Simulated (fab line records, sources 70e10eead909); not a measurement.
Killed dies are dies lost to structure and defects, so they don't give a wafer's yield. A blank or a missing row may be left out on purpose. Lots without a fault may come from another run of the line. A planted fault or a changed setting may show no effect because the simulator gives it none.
A struck lot beside a sound one | flow nand_harc | 13 steps out of a route of 1159
Sound: wafers L615.1, L615.5, L615.6. Struck: wafers L614.1, L614.2, L614.4. The cause comes at the end.
At each step with rows: each side's tool, then ch and its chambers, then its first start. Under that, the readings that differ: sound wafers | struck wafers | difference of the means | sigmas: that difference in standard deviations of wafers without a fault.
alike: readings whose means differ by less than 2 such deviations, and words and numbers that are the same on both sides. not compared: withheld readings, readings that some wafer has no value for, bounds like >300 that may hide the same value, and numbers for which the record gives no deviation and whose values overlap.
The two part at a step that has a row with sigmas, a row that says differs or no value, or rows on one side only. Numbers that don't overlap but have no deviation are shown without sigmas and don't part them. A reading that every wafer of one side lacks parts them only if that side has two wafers or more.

NHARC_A_STAIRCASE_STRIP_446: strips in O2.
  sound on plasma_asher-01 ch 0,1, day 18 13:32; struck on plasma_asher-02 ch 0,1, day 17 23:40
  reading            | sound       | struck      | difference | sigmas
  heater_power_w (W) | 352 352 350 | 331 328 319 | -25        | -2
  alike: drypump_motor_current_A
  not compared: rf_hours_counter_h
then, 3 steps without rows for these wafers: NHARC_A_STAIRCASE_STRIP_447 (strips in SPM, time 900 s); NHARC_A_STAIRCASE_PRECLEAN_448 (cleans in SC1); NHARC_A_STAIRCASE_SRD_449.
NHARC_A_STAIRCASE_CMP_450: polishes SiO2, target thk 200 nm.
  sound on cmp-03 ch 0,2,3, day 18 14:22; struck on cmp-04 ch 1,2,3, day 18 00:29
  alike: motor_current_A, slurry_filter_dp_kPa
NHARC_A_STAIRCASE_CMP_152: polishes.
  sound on cmp-03 ch 0,2,3, day 18 14:26; struck on cmp-04 ch 1,2,3, day 18 00:33
  alike: motor_current_A, slurry_filter_dp_kPa
then, 2 steps without rows for these wafers: NHARC_A_STAIRCASE_SRD_154; NHARC_A_STAIRCASE_ETCH_403 (etches SiO2 in dHF, target depth 108.2 nm).
NHARC_A_STAIRCASE_ETCHBACK_422: etches the open film in CH3F/O2, target depth 40 nm, time 74.286 s.
  sound on rie_diel-01 ch 0,1, day 18 14:53; struck on rie_diel-11 ch 1,2,3, day 18 01:01
  alike: bias_w, ch3f_flow_sccm, drypump_motor_current_A, mfc_ar_sccm, oes_product_au, rf_fwd_power_W, rf_vpp_V, showerhead_plenum_p_Torr, throttle_valve_pct
  not compared: rf_hours_counter_h
then, 1 step without rows for these wafers: NHARC_A_STAIRCASE_ETCH_423 (etches SiO2 in dHF, target depth 30 nm).
NHARC_A_STAIRCASE_ETCHBACK_157: etches the open film in CH3F/O2, target depth 90 nm, time 167.14 s.
  sound on rie_diel-13 ch 1,2,3, day 18 15:16; struck on rie_diel-11 ch 0,1,2, day 18 01:23
  no value came back on the struck wafers for any of 10 readings (bias_w (W), ch3f_flow_sccm (sccm) and others); on the sound wafers bias_w (W) reads 99.72 99.83 99.76
  not compared: rf_hours_counter_h
NHARC_A_STAIRCASE_STRIP_475: strips in O2, time 20 s.
  sound on rie_diel-13 ch 0,3; struck on rie_diel-11 ch 0,1,2, day 18 01:34
  alike: drypump_motor_current_A, mfc_ar_sccm, oes_product_au, rf_vpp_V, showerhead_plenum_p_Torr, throttle_valve_pct
  not compared: rf_hours_counter_h
-- the record jumps here: 5 days lie between the struck wafers' starts before and after (it left off in module A_STAIRCASE and takes up again in module END, whose first step shown is number 1159 of the route) --
NHARC_END_SORT_01:
  the record has rows for the struck wafers here (prober-02 ch 0, day 23 13:27) and none for the sound ones

WHERE THEY PART
First at NHARC_A_STAIRCASE_STRIP_446; last, within this record, at NHARC_END_SORT_01.

WHY: what the simulator had put in
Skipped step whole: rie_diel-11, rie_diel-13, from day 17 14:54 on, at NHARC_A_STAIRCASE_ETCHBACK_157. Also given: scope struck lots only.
